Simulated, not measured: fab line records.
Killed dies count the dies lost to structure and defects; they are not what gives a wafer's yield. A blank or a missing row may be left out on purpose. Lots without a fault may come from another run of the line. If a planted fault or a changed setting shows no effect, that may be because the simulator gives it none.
A struck lot beside a sound one ; flow n5_finfet ; 43 out of 1938 route steps
Sound: wafers L580.2, L580.3, L580.5. Struck: wafer L589.2 (left out: L589.4, L589.6 of the same lot, which were not struck); the cause appears at the end.
Order at every step that has rows: each side's tool, ch and its chambers, its first start. Under that, the readings that differ: sound wafers ; struck wafers ; difference of the means ; sigmas: that difference in standard deviations of wafers without a fault.
alike: readings whose means differ by less than 2 such deviations, and words and numbers that are the same on both sides. not compared: withheld readings, readings that some wafer has no value for, bounds like >300 that may hide the same value, and numbers for which the record gives no deviation and whose values overlap.
A row with sigmas, a row that says differs or no value, or rows on one side alone: a step with any of these is where the two part. Non-overlapping numbers with no deviation appear without sigmas and do not part them. A reading that every wafer of one side lacks parts them only if that side has two wafers or more.

first, 1 step without rows for these wafers: N5_BEOL_M1_ALD_98 (deposits SiO2, target thk 2.5 nm, pulse time 1 s, co reactant pulse time 1 s).
N5_BEOL_M1_ETCHBACK_99: etches SiO2 in CHF3, target depth 5 nm, time 10.4 s.
  sound on rie_diel-05 ch 1,2, day 6 14:35; struck on rie_diel-05 ch 1, day 8 19:16
  alike: drypump_motor_current_A, oes_product_au, rf_vpp_V, showerhead_plenum_p_Torr, throttle_valve_pct
  not compared: rf_hours_counter_h
then, 9 steps without rows for these wafers: N5_BEOL_M1_ETCH_70 (etches SOC in N2/H2, target depth 80 nm, overetch 16 nm, time 120 s); N5_BEOL_M1_STRIP_71 (strips in N2/H2); N5_BEOL_M1_STRIP_78 (strips in N2/H2); N5_BEOL_M1_VIA_ETCH_34 (etches the open film in C4F6/O2, target depth 67.8 nm, time 64.4 s); N5_BEOL_M1_STRIP_83 (strips in C4F6/O2); N5_BEOL_M1_STRIP_36 (strips in N2/H2); N5_BEOL_M1_TRENCH_ETCH_37 (etches SiOC in C4F6/O2, target depth 55.207 nm, time 29 s); N5_BEOL_M1_ETCH_41 (etches SiCN in CH3F/O2, target depth 31.9 nm, time 57.8 s); N5_BEOL_M1_STRIP_97 (strips in N2/H2, time 10 s).
N5_BEOL_M1_OCD_MEAS_38:
  sound: ocd-02 at day 6 14:58; struck: ocd-02 at day 8 19:40
  alike: trench_depth_nm
N5_BEOL_M1_HM_STRIP_39: strips TiN in peroxide tin strip, target depth 25 nm, time 158 s.
  sound on wet_bench-06 ch 1,2,4, day 6 15:00; struck on wet_bench-04 ch 7, day 8 19:42
  alike: bath_guard_temp_C
then, 3 steps without rows for these wafers: N5_BEOL_M1_SRD_40 (time 30 s); N5_BEOL_M1_PRECLEAN_42 (cleans in residue remover, time 60 s); N5_BEOL_M1_SRD_43 (time 30 s).
N5_BEOL_M1_CD_MEAS_35: target cd 18 nm, target cd y 21 nm.
  sound: cd_sem-01 at day 6 15:07; struck: cd_sem-03 at day 8 19:49
reading;sound;struck;difference;sigmas
cd_nm (nm);17.5 17.3 17.1;18.2;+0.9;+3
then, 1 step without rows for these wafers: N5_BEOL_M1_DEGAS_44 (time 60 s).
N5_BEOL_M1_PRE_CLEAN_45: time 30 s.
  sound: pvd_sputter-02 at day 6 15:42; struck: pvd_sputter-01 at day 8 20:07
  alike: heater_power_w
then, 3 steps without rows for these wafers: N5_BEOL_M1_ALD_84 (deposits TaN, pulse time 2 s, purge time 3 s, co reactant purge time 2 s); N5_BEOL_M1_SURFACE_TREAT_85; N5_BEOL_M1_CVD_47 (deposits Co from CCTBA/H2, target thk 3 nm, time 223.8 s).
N5_BEOL_M1_SPUTTER_48: material Cu, target thk 4.5 nm, time 8.29 s.
  sound: pvd_sputter-01 at day 6 16:24; struck: pvd_sputter-01 at day 8 22:14
  alike: throttle_valve_pct
then, 6 steps without rows for these wafers: N5_BEOL_M1_ANNEAL_49 (time 240 s); N5_BEOL_M1_SPUTTER_79 (material Cu, target thk 4.5 nm, time 8.29 s); N5_BEOL_M1_ANNEAL_80 (time 240 s); N5_BEOL_M1_SPUTTER_81 (material Cu, target thk 4.5 nm, time 8.29 s); N5_BEOL_M1_ANNEAL_82 (time 240 s); N5_BEOL_M1_SPUTTER_86 (material Cu, target thk 4.5 nm, time 8.29 s).
N5_BEOL_M1_ANNEAL_87: time 240 s.
  sound: pvd_sputter-01 at day 6 17:08; struck: pvd_sputter-01 at day 8 22:59
  alike: heater_power_w
then, 6 steps without rows for these wafers: N5_BEOL_M1_SPUTTER_88 (material Cu, target thk 4.5 nm, time 8.29 s); N5_BEOL_M1_ANNEAL_89 (time 240 s); N5_BEOL_M1_SPUTTER_90 (material Cu, target thk 4.5 nm, time 8.29 s); N5_BEOL_M1_ANNEAL_91 (time 240 s); N5_BEOL_M1_SPUTTER_92 (material Cu, target thk 4.5 nm, time 8.29 s); N5_BEOL_M1_ANNEAL_93 (time 240 s).
N5_BEOL_M1_SPUTTER_94: material Cu, target thk 4.5 nm, time 8.29 s.
  sound: pvd_sputter-01 at day 6 17:56; struck: pvd_sputter-01 at day 8 23:47
  alike: throttle_valve_pct
then, 5 steps without rows for these wafers: N5_BEOL_M1_ANNEAL_95 (time 240 s); N5_BEOL_M1_SPUTTER_96 (material Cu, target thk 4.5 nm, time 8.29 s); N5_BEOL_M1_ECD_50 (material Cu, target thk 300 nm); N5_BEOL_M1_ANNEAL_51 (time 90 s); N5_BEOL_M1_CMP_52 (polishes, stops on SiOC, t overpolish 6.8 s, target thk 40 nm).
-- a jump in the record: the struck wafers' starts before and after are 7 days apart (it breaks off in module BEOL_M1 and resumes in module PASSIVATION, where the first step shown is number 1936 of the route) --
N5_PASSIVATION_PROBE_49:
  sound: prober-01 at day 12 12:46; struck: prober-02 at day 15 12:15
reading;sound;struck;difference;sigmas
defect_limited_yield (%);90.7 92.5 91.1;86.2;-5.2;-3
killed_at_M0_to_M3;32 30 34;104;+72;+7
killed_dies;110 89 105;163;+62;+3
killed_on_rim;16 7 17;26;+13;+3
sort_bin_5_function (%);6.1 4.7 5.4;8.6;+3.2;+3
sort_n_pass;1070 1091 1075;1015;-64;-4
sort_yield_pct (%);90.7 92.5 91.1;86.0;-5.4;-4
  alike: killed_at_M4_up, killed_at_contacts, killed_at_front_end, killed_at_other, killed_open, killed_short, sort_bin_4_leakage, sort_bin_6_memory, sort_bin_8_speed

== WHERE THEY PART ==
At N5_BEOL_M1_CD_MEAS_35 first; at N5_PASSIVATION_PROBE_49 last (within this record only).

WHY: whatever the simulator had introduced
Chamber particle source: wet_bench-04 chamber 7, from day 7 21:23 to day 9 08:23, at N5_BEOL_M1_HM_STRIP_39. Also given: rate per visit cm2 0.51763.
